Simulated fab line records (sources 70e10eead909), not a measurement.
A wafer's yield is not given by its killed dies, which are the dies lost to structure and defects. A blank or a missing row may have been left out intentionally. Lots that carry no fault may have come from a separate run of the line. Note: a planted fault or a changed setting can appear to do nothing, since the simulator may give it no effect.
Matching of chambers + flow nand harc + NHARC_P_M0_ETCH_34 on rie diel-03 has 4 sister chambers
The step etches the open film in N2/H2, target depth 40 nm, overetch 12 nm, time 43.94 s. 14 wafers are shown with their chamber, then 7 later ones without.

WAFERS WITH THEIR CHAMBER
| wafer  | chamber | drypump motor current A (A) | showerhead plenum p Torr (Torr) | rf vpp V (V) |
|--------|---------|-----------------------------|---------------------------------|--------------|
| L215.2 | 1       | 5.8                         | 1.97                            | 429          |
| L215.3 | 0       | 5.5                         | 1.89                            | 427          |
| L215.5 | 1       | 5.8                         | 1.97                            | 429          |
| L217.3 | 2       | 6.3                         | 2.09                            | 432          |
| L217.5 | 2       | 6.3                         | 2.09                            | 430          |
| L217.6 | 3       | 4.9                         | 2.17                            | 433          |
| L223.3 | 2       | 6.3                         | 2.09                            | 431          |
| L223.4 | 1       | 5.8                         | 1.96                            | 428          |
| L223.5 | 0       | 5.5                         | 1.88                            | 426          |
| L231.1 | 3       | 5.0                         | 2.16                            | 435          |
| L231.2 | 2       | 6.3                         | 2.08                            | 432          |
| L231.6 | 1       | 5.8                         | 1.96                            | 428          |
| L232.2 | 2       | 6.3                         | 2.08                            | 432          |
| L232.3 | 1       | 5.8                         | 1.96                            | 430          |

SIGNATURES (averages over the wafers above)
| reading                  | chamber 0 | chamber 1 | chamber 2 | chamber 3 | scatter within a chamber |
|--------------------------|-----------|-----------|-----------|-----------|--------------------------|
| drypump motor current A  | 5.500     | 5.800     | 6.300     | 4.950     | 0.0224                   |
| showerhead plenum p Torr | 1.8850    | 1.9640    | 2.0860    | 2.1650    | 0.00583                  |
| rf vpp V                 | 426.50    | 428.80    | 431.40    | 434.00    | 0.922                    |
Rule: for each reading, subtract the chamber's mean from the wafer's reading, divide by that reading's scatter and square the result; add these up over the readings and take the root, which gives the wafer's distance from the chamber. The wafer belongs to the nearest chamber; if the next one is less than 2 further off, it can't be placed. The scatter: take each reading less its chamber's mean, square it, sum over the shown wafers, divide by the number of wafers less the number of chambers, and take the root.

WAFERS MISSING THEIR CHAMBER
| wafer  | drypump motor current A (A) | showerhead plenum p Torr (Torr) | rf vpp V (V) |
|--------|-----------------------------|---------------------------------|--------------|
| L232.4 | 5.5                         | 1.88                            | 425          |
| L234.1 | 6.3                         | 2.08                            | 432          |
| L234.4 | 5.8                         | 1.96                            | 428          |
| L234.6 | 5.8                         | 1.96                            | 427          |
| L235.1 | 5.4                         | 1.88                            | 427          |
| L235.3 | 6.3                         | 2.08                            | 431          |
| L235.5 | 5.5                         | 1.88                            | 425          |

CHAMBER TAKEN BY EACH
| wafer  | from the rows above | in truth |
|--------|---------------------|----------|
| L232.4 | 0                   | 0        |
| L234.1 | 2                   | 2        |
| L234.4 | 1                   | 1        |
| L234.6 | 1                   | 1        |
| L235.1 | 0                   | 0        |
| L235.3 | 2                   | 2        |
| L235.5 | 0                   | 0        |
Correct placement for 7 of the 7. Not placeable from these rows: 0. Wrongly placed: 0.
